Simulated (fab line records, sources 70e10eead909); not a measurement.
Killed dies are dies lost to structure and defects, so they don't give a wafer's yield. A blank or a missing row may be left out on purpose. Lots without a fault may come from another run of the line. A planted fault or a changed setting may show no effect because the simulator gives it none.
Which tool did it? | flow nand_harc | 13 lots, 39 wafers sampled, at 1 step of a route of 1302

WHAT THE GAUGES READ, wafer by wafer
NHARC_A_CHANNEL_HOLE_D1_CD_MEAS_30.
lot  | measured     | on        | cd_nm (nm)
L834 | day 8 11:13  | cd_sem-03 | 88.8 90.1 89.7
L835 | day 8 23:53  | cd_sem-03 | 90.0 86.5 89.8
L836 | day 9 16:05  | cd_sem-02 | 91.3 91.4 89.1
L837 | day 9 21:43  | cd_sem-01 | 91.3 90.3 88.5
L839 | day 10 22:05 | cd_sem-02 | 88.0 92.9 93.1
L840 | day 11 13:11 | cd_sem-03 | 86.3 89.7 87.2
L846 | day 13 17:18 | cd_sem-03 | 90.3 89.7 91.7
L848 | day 14 19:32 | cd_sem-03 | 90.7 92.2 89.7
L851 | day 15 16:27 | cd_sem-03 | 92.5 91.0 88.6
L850 | day 15 16:35 | cd_sem-03 | 89.9 87.9 89.0
L855 | day 17 22:54 | cd_sem-02 | 91.3 89.4 93.3
L856 | day 18 06:16 | cd_sem-02 | 92.6 91.2 91.7
L857 | day 18 12:48 | cd_sem-03 | 90.7 92.7 91.1

WHICH TOOL RAN EACH LOT (tool, then ch and the chambers of the sampled wafers, then the start)
The record holds no process step before these readings.

WHAT THE TOOLS THEMSELVES READ (means of the sampled wafers that have a number; where no wafer has one, the mark that the record gives instead)
The record holds no such reading with a usual standard deviation.

THE ANSWER, worked out from the rows above alone
Rule: what is usual is taken from the lots themselves. Put in order of their means at a reading, lots are off if they are a third of the lots or fewer, leave a main group of 4 or more, and stand apart from it by a gap of 3 or more times the standard deviation of the main group's means; of several such gaps the widest counts. A main group whose means are all the same, to the digits that the tables above print for the reading, isn't used. A lot without any number at a reading at which 4 lots or more have one is off too. The other lots that the step has rows for count as sound. The gauges are gone through in route order, then the tools' own readings, and for those a lot's mean is taken as printed above. The first step at which some lot is off is used, and at that step the reading that is off furthest; a lot without a number counts as furthest.
No lot is off at any reading shown: from this, nothing can be told.

WHAT THE SIMULATOR HAD PUT IN
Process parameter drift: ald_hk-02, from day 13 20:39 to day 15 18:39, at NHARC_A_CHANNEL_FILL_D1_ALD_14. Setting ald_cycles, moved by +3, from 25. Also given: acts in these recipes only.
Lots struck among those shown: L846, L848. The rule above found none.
